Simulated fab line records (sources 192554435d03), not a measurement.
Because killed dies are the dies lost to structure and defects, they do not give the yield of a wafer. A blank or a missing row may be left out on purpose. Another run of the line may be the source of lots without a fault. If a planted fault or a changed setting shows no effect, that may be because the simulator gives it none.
Chamber matching	flow n5_finfet	4 sister chambers for N5_MOL_CONTACT_COAG_ALD_133 on ald_sin-04
The step deposits SiO2, target thk 5 nm, pulse time 1 s, co reactant pulse time 1 s. 8 wafers are shown with their chamber, then 8 later ones without.

WAFERS WITH THEIR CHAMBER
wafer	chamber	heater_power_w (W)	precursor_pulse_height_rel
L080.2	1	78	0.989
L082.1	3	66	1.046
L082.3	2	82	1.001
L082.4	0	75	1.012
L083.4	0	73	1.001
L083.5	2	82	1.017
L083.6	3	66	0.972
L087.1	1	76	1.006

WAFERS WITHOUT THEIR CHAMBER
wafer	heater_power_w (W)	precursor_pulse_height_rel
L087.3	82	1.008
L087.6	76	1.017
L093.1	67	1.016
L093.2	79	1.030
L093.3	77	1.024
L093.4	75	1.022
L093.5	66	1.009
L093.6	83	1.008

WHICH CHAMBER EACH WENT THROUGH
wafer	from the rows above	in truth
L087.3	2	2
L087.6	can't be placed: 1 or 0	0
L093.1	3	3
L093.2	can't be placed: 1 or 2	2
L093.3	1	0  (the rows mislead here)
L093.4	can't be placed: 0 or 1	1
L093.5	3	3
L093.6	2	2
Correct placement for 4 of the 8. Cannot be placed on the basis of these rows: 3; the candidates contain the true chamber in 3. Number placed wrongly: 1.
How it was worked out, from the rows above alone: a wafer's distance from a chamber is the root of the sum, over the readings, of the square of ((its reading less the chamber's mean) divided by the reading's scatter). The wafer belongs to the nearest chamber; if the next one is less than 2 further off, it can't be placed. For every chamber, the mean is computed from those of its wafers that are shown. The scatter: the root of (the sum of the squares of (reading less its chamber's mean) over the shown wafers, divided by (wafers less chambers)).
